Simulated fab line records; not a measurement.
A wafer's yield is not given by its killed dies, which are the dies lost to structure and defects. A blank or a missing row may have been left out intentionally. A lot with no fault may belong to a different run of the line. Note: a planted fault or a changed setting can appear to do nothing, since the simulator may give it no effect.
fab line records	flow n5Finfet
[record] lots = 11	wafers = 32	lastDay = 17
route steps=1938 shown BEOL_M10@1513 BEOL_M11@1538 PASSIVATION@1936
lots untouched by any fault: they come from a run of this same line in which no faults occurred
startH: hours from the record's opening day to when the first of the lot's shown wafers began	waitH: time in hours since the lot's previous step	" unchanged from the row above	L1.1+2: a row that stands for several wafers	- no value, or no start was given	* or withheld: withheld	< > ~ a bound
route shown NAME@n: names a module that has steps shown in the file, with the first one's number in the route	usual: the fault-free wafers' mean and standard deviation	same: alike in all rows	chamber/n: place in a boat	sites: readings site by site	_std_site: standard deviation of those values	_edge_site: mean of outer sites minus mean of inner sites	radiusMm: for every site, how far away it sits from the centre of the wafer	mask NAME#n: copy n	behind: tool/chamber where the wafer was last shaped	hold: what put the lot on hold/how long, in hours/how the hold closed	device: the transistor (n, p or np) that didn't switch	end of line: tests of these same wafers at the route's end	a step given without rows: its recipe and nothing more	killed: count of dies lost to structure and defects at first sort (not the wafer's yield)	map: a wafer's dies, marking killed ones x, the rest . and places with no die _
set.NAME: the setting the step ran with; set.NAME@STEP: the setting that earlier step ran with	model.NAME: the simulator's own value behind a step, which no gauge read
route steps across a sampled set of lots; one table per step, one row per wafer
services: when a tool's chamber went out of use (startH, in hours from the record's first day, below 0 if earlier), for how many hours, and the reason
[[steps]]
[step N5_BEOL_M10_ETCH_41]
[recipe] chemistry = CH3F/O2	target = SiCN	targetDepthA = 426	taperDeg = 2	timeS = 86	ionEnergyEv = 120	maskMaterial = TiN	pressureMtorr = 30	sourceW = 395	biasW = 75	Ar_flow_sccm = 150	CH3F_flow_sccm = 30	O2_flow_sccm = 20
[usual] drypumpMotorCurrentA = 5.5/0.51	oesProductAu = 0.79/0.08	rfVppV = 297.2/1.6	showerheadPlenumPTorr = 1.99/0.071	throttleValvePct = 16.31/0.23
[same] timeS = 86
lot.wafer	tool	chamber	startH	waitH	drypumpMotorCurrentA	oesProductAu	rfHoursCounterH	rfVppV	showerheadPlenumPTorr	throttleValvePct
L619.1	rieDiel-01	0	-	-	5.6	0.70	229	296.3	1.96	16.54
L619.3	"	2	"	"	5.1	0.76	129	299.0	2.10	16.65
L619.5	"	3	"	"	6.5	0.83	-	298.3	2.11	16.01
L623.1	rieDiel-01	2	-	-	5.1	0.76	132	299.3	2.10	16.65
L623.2	"	0	"	"	5.6	0.71	230	297.1	1.96	16.54
L623.5	"	2	"	"	5.1	0.75	-	298.8	2.10	16.65
L622.1	rieDiel-06	0	-	-	5.0	0.71	205	298.0	2.06	16.56
L622.2	"	3	"	"	4.9	0.79	98	297.1	1.92	15.97
L622.4	"	1	"	"	5.4	0.77	122	297.7	2.02	16.36
L625.2	rieDiel-06	0	-	-	5.1	0.70	211	297.4	2.06	16.57
L625.4	"	3	"	"	4.9	0.78	104	295.9	1.92	15.98
L625.5	"	1	"	"	5.4	0.76	-	297.4	2.02	16.38
L626.1	rieDiel-03	1	-	-	4.9	0.77	123	296.7	1.94	16.06
L626.3	"	3	"	"	5.8	0.88	43	298.7	2.03	16.26
L626.6	"	2	"	"	5.7	0.68	-	294.9	1.90	16.60
L628.2	rieDiel-06	2	-	-	5.2	0.77	146	296.3	1.92	16.43
L628.5	"	0	"	"	5.1	0.69	-	298.4	2.05	16.59
L628.6	"	3	"	"	4.9	0.77	-	295.9	1.92	15.98
L627.1	rieDiel-01	3	-	-	6.5	0.81	83	300.3	2.10	16.05
L627.2	"	2	"	"	5.1	0.75	144	298.3	2.09	16.68
L636.1	rieDiel-06	3	-	-	4.9	0.76	130	294.9	1.91	16.02
L636.2	"	0	"	"	5.1	0.69	238	297.9	2.05	16.62
L636.5	"	2	"	"	5.2	0.76	-	294.7	1.91	16.49
L639.1	rieDiel-01	2	-	-	5.2	0.73	171	298.5	2.08	16.72
L639.4	"	0	"	"	5.6	0.95	10	297.2	1.95	16.15
L639.5	"	3	"	"	6.6	0.78	-	298.5	2.09	16.09
L640.1	rieDiel-01	0	-	-	5.6	0.97	11	295.9	1.95	16.17
L640.2	"	3	"	"	6.5	0.80	109	300.8	2.09	16.10
L640.6	"	2	"	"	5.1	0.72	-	298.3	2.09	16.73
L641.1	rieDiel-06	2	-	-	5.2	0.76	173	295.3	1.91	16.49
L641.3	"	3	"	"	4.9	0.75	143	297.3	1.91	16.05
L641.5	"	3	"	"	4.9	0.76	-	296.4	1.91	16.05
[step N5_BEOL_M10_ALD_74]
[recipe] material = TaN	targetThkA = 20	tempC = 275	aldPrecursorFamily = PDMAT	aldCoReactant = NH3	pressureTorr = 3	carrierFlowSccm = 1500	pulseTimeS = 2	purgeTimeS = 3	coReactantPurgeTimeS = 2	coReactantPulseTimeS = 3	aldCycles = 40	precursorVesselTempC = 75	precursorVesselPressureTorr = 26.25	precursorVesselCarrierSccm = 1000
[usual] heaterPowerW = 422/46	mfcCarrierSccm = 1500/4.6
[same] aldCycles = 40	coReactantPulseTimeS = 3	purgeTimeS = 3
lot.wafer	tool	chamber	startH	waitH	heaterPowerW	mfcCarrierSccm
L619.1	aldMetal-01	2	226.83	0.0	475	1495
L619.3	"	0	"	"	430	1504
L619.5	"	1	"	"	439	1507
L623.1	aldMetal-01	1	232.67	0.1	421	1501
L623.2	"	2	"	"	482	1488
L623.5	"	0	"	"	433	1498
L622.1	aldMetal-01	3	233.87	0.1	400	1507
L622.2	"	2	"	"	465	1498
L622.4	"	0	"	"	439	1507
L625.2	aldMetal-04	2	252.82	0.0	365	1503
L625.4	"	0	"	"	397	1497
L625.5	"	3	"	"	526	1504
L626.1	aldMetal-02	2	258.75	0.1	487	1499
L626.3	"	1	"	"	404	1499
L626.6	"	1	"	"	387	1499
L628.2	aldMetal-01	2	273.78	0.0	470	1503
L628.5	"	2	"	"	474	1503
L628.6	"	3	"	"	394	1491
L627.1	aldMetal-01	1	276.72	0.2	433	1497
L627.2	"	3	"	"	386	1502
L636.1	aldMetal-01	1	325.80	0.1	429	1506
L636.2	"	3	"	"	386	1504
L636.5	"	2	"	"	467	1495
L639.1	aldMetal-01	2	349.83	0.1	469	1497
L639.4	"	3	"	"	393	1501
L639.5	"	1	"	"	440	1501
L640.1	aldMetal-01	2	350.54	0.0	468	1495
L640.2	"	1	"	"	431	1494
L640.6	"	0	"	"	439	1503
L641.1	aldMetal-02	2	357.07	0.3	481	1505
L641.3	"	0	"	"	351	1506
L641.5	"	0	"	"	351	1506
[step N5_BEOL_M10_ECD_50]
[recipe] material = Cu	targetThkA = 3180
lot.wafer	tool	chamber	startH	waitH
L619.1+3+5	ecdCu-01	1,0,1	227.56	0.1
L623.1+2+5	ecdCu-02	0,1,0	233.68	0.1
L622.1+2+4	ecdCu-01	0,1,0	234.47	0.1
L625.2+4+5	ecdCu-01	1,1,0	253.39	0.1
L626.1+3+6	ecdCu-01	0	259.44	0.1
L628.2+5+6	ecdCu-01	0,0,1	274.50	0.1
L627.1+2	ecdCu-01	0,1	277.60	0.1
L636.1+2+5	ecdCu-02	1,0,0	326.69	0.1
L639.1+4+5	ecdCu-01	1,0,1	350.47	0.1
L640.1+2+6	ecdCu-02	0,1,0	351.39	0.1
L641.1+3+5	ecdCu-02	0,1,1	357.83	0.1
[step N5_BEOL_M10_CMP_52]
[recipe] stopOn = SiCOH_lowk	tOverpolishS = 7	downForcePsi = 1	platenRpm = 50	clearingPlatenDownForcePsi = 1.5	clearingPlatenRpm = 50	postCmpClean = cuAlkaline	targetThkNm = 140	clearingPlatenPadVelocityMS = 0.99484	padVelocityMS = 0.99484
[usual] clearingPlatenDownForcePsi = 1.4998/0.003	motorCurrentA = 6.1/0.58	padLifeWafers = 1197/740	timeToEndpointS = 66/3
lot.wafer	tool	chamber	startH	waitH	clearingPlatenDownForcePsi	motorCurrentA	padLifeWafers	timeToEndpointS
L619.3	cmp-04	3	228.04	0.2	1.5020	6.9	1796	68
L619.1	"	0	"	"	1.4970	5.0	1797	68
L619.5	"	1	"	"	1.4981	6.2	-	65
L623.1	cmp-04	1	234.57	0.3	1.5015	6.7	1830	62
L623.2	"	3	"	"	1.4991	7.1	1832	69
L623.5	"	2	"	"	1.4978	5.4	-	62
L622.4	cmp-04	3	235.20	0.1	1.5030	7.1	1842	69
L622.1	"	0	"	"	1.4987	5.3	1843	68
L622.2	"	2	"	"	1.5006	5.6	1845	66
L625.4	cmp-03	1	253.84	0.1	1.5027	5.5	1710	61
L625.2	"	2	"	"	1.5003	6.5	1711	62
L625.5	"	1	"	"	1.4995	5.4	-	63
L626.3	cmp-02	3	259.97	0.2	1.4988	6.5	1092	68
L626.1	"	0	"	"	1.5028	6.1	1093	69
L626.6	"	3	"	"	1.4955	6.3	-	66
L628.2	cmp-04	3	275.17	0.3	1.4979	7.3	2150	126
L628.5	"	1	"	"	1.5036	6.4	-	67
L628.6	"	2	"	"	1.5026	6.0	-	119
L627.1	cmp-04	1	278.14	0.3	1.5029	6.4	2162	64
L627.2	"	2	"	"	1.4982	5.6	2163	118
L636.1	cmp-04	3	327.10	0.3	1.4923	7.1	270	69
L636.2	"	0	"	"	1.4968	5.1	271	70
L636.5	"	0	"	"	1.4961	5.3	-	68
L639.1	cmp-02	3	350.88	0.3	1.4976	6.6	1920	67
L639.4	"	2	"	"	1.4997	6.2	1923	66
L639.5	"	3	"	"	1.5000	6.3	-	68
L640.2	cmp-03	3	351.88	0.3	1.4982	5.9	314	62
L640.1	"	0	"	"	1.5014	6.1	315	72
L640.6	"	1	"	"	1.4964	5.3	-	63
L641.1	cmp-04	3	358.32	0.3	1.5016	7.4	554	69
L641.3	"	0	"	"	1.4972	5.0	555	70
L641.5	"	2	"	"	1.4982	5.7	-	66
[step N5_BEOL_M11_THK_MEAS_01]
[recipe] reads = SiCOH_lowk_of_BEOL_M11_ILD_DEP_00
[usual] M11_ILD_THK = 268/3.7
lot.wafer	tool	chamber	startH	waitH	M11_ILD_THK[nm]
L619.1	filmMetro-02	-	229.08	0.4	268
L619.3	"	-	"	"	272
L619.5	"	-	"	"	270
L623.1	filmMetro-02	-	235.66	0.4	268
L623.2	"	-	"	"	267
L623.5	"	-	"	"	270
L622.1	filmMetro-02	-	236.62	0.4	269
L622.2	"	-	"	"	271
L622.4	"	-	"	"	269
L625.2	filmMetro-02	-	254.92	0.4	267
L625.4	"	-	"	"	269
L625.5	"	-	"	"	273
L626.1	filmMetro-02	-	261.53	0.8	267
L626.3	"	-	"	"	267
L626.6	"	-	"	"	271
L628.2	filmMetro-02	-	276.21	0.4	262
L628.5	"	-	"	"	267
L628.6	"	-	"	"	269
L627.1	filmMetro-02	-	279.66	0.8	265
L627.2	"	-	"	"	269
L636.1	filmMetro-01	-	328.25	0.4	262
L636.2	"	-	"	"	263
L636.5	"	-	"	"	268
L639.1	filmMetro-01	-	351.96	0.4	264
L639.4	"	-	"	"	268
L639.5	"	-	"	"	277
L640.1	filmMetro-01	-	353.36	0.8	264
L640.2	"	-	"	"	263
L640.6	"	-	"	"	268
L641.1	filmMetro-01	-	359.32	0.4	268
L641.3	"	-	"	"	271
L641.5	"	-	"	"	274
[step N5_PASSIVATION_PROBE_49]
[usual] defectLimitedYield = 91.3/1.5	killed_at_M0_to_M3 = 34/9.4	killed_at_M4_up = 13/5.3	killedAtContacts = 13/5.7	killedAtFrontEnd = 40/10	killedAtOther = 3.7/2.8	killedDies = 103/17	killedOpen = 67/13	killedShort = 35/8.5	sort_bin_4_leakage = 0.00/0.016	sort_bin_5_function = 5.0/0.98	sort_bin_6_memory = 3.3/0.7	sortNPass = 1077/17	sortYieldPct = 91.3/1.5
[same] grossDies = 1180	killedAtBackSide = 0	sort_bin_8_speed[%] = 0
lot.wafer	tool	chamber	startH	waitH	defectLimitedYield[%]	killed_at_M0_to_M3	killed_at_M4_up	killedAtContacts	killedAtFrontEnd	killedAtOther	killedDies	killedOpen	killedShort	sort_bin_4_leakage[%]	sort_bin_5_function[%]	sort_bin_6_memory[%]	sortNPass	sortYieldPct[%]
L623.1	prober-01	-	289.51	0.0	90.9	43	9	21	30	4	107	68	33	0	5.2	3.3	1073	90.9
L623.2	prober-01	-	289.56	0.1	91.4	36	7	12	43	3	101	66	34	0	4.8	3.1	1079	91.4
L623.5	prober-01	-	289.71	0.2	91.9	37	11	7	37	4	96	56	36	0	4.2	3.2	1084	91.9
// killed by level:class
L623.1 MOL_CONTACT_COAG:geometricParticle:open=18 BEOL_M0_SAQP:geometricParticle:open=11 BEOL_M0_SAQP:geometricParticle:short=9 STI_FIN_REVEAL:geometricParticle:open=9 FIN_SAQP:geometricParticle:short=7 BEOL_M0:geometricParticle:open=6 BEOL_M2:geometricParticle:open=5 BEOL_M3:geometricParticle:open=5
L623.2 STI_FIN_REVEAL:geometricParticle:open=10 MOL_CONTACT_COAG:geometricParticle:open=10 BEOL_M2:geometricParticle:open=9 BEOL_M3:geometricParticle:open=9 FIN_SAQP:geometricParticle:short=7 FIN_SAQP:geometricParticle:open=5 GATE_CUT:geometricParticle:short=5 STI_FIN_REVEAL:geometricParticle:short=5
L623.5 STI_FIN_REVEAL:geometricParticle:open=12 FIN_SAQP:geometricParticle:short=10 BEOL_M0_SAQP:geometricParticle:short=8 FIN_SAQP:geometricParticle:open=7 MOL_CONTACT_COAG:geometricParticle:open=7 BEOL_M2:geometricParticle:open=7 BEOL_M0_SAQP:geometricParticle:open=6 BEOL_M3:geometricParticle:open=5
[[services]]
tool	chamber	startH	hours	kind
aldMetal-01	-	217.42	8.7	pm
aldMetal-01	3	227.22	2.6	repair
cmp-04	-	239.30	0.7	repair
ecdCu-01	-	242.96	2.5	repair
rieDiel-06	1	254.91	6.7	repair
rieDiel-06	3	258.08	2.7	repair
cmp-03	-	260.77	3.3	pm
cmp-04	-	262.37	5.8	repair
cmp-03	-	273.35	1.4	repair
cmp-04	-	279.00	5.4	pm
aldMetal-01	3	280.37	2.7	repair
aldMetal-01	-	281.92	2.0	repair
cmp-04	-	287.56	4.0	pm
cmp-03	-	292.18	4.0	pm
ecdCu-01	-	302.10	0.3	repair
cmp-03	-	312.01	4.2	repair
ecdCu-02	-	327.71	2.7	repair
rieDiel-06	2	336.84	9.5	repair
aldMetal-02	-	337.25	14.0	pm
cmp-03	-	338.88	11.3	pm
cmp-04	-	339.12	1.3	repair
cmp-02	-	341.55	6.4	pm
cmp-04	-	344.77	1.8	repair
rieDiel-01	-	354.60	0.3	repair
[[key]]
[firstSign] step = N5_BEOL_M10_CMP_52	reading = timeToEndpointS	direction = up	sigmas = 18	usual = *	struck = *
effect none on later readings
metAt N5_BEOL_M10_ECD_50
struckLots L627,L628
struckWafers L627.2,L628.2,L628.6
notActingAt N5_BEOL_M10_ETCH_41,N5_BEOL_M10_ALD_74,N5_BEOL_M11_THK_MEAS_01
onsetBetween 259.44 274.50
[fault] kind = processParameterDrift	tool = ecdCu-01	chamber = -	onsetH = 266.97	steps = N5_BEOL_M10_ECD_50	channel = targetThkA	offset = *	shape = step	endH = 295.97	scope = struckWafersOnly	actsIn = *	stated = *
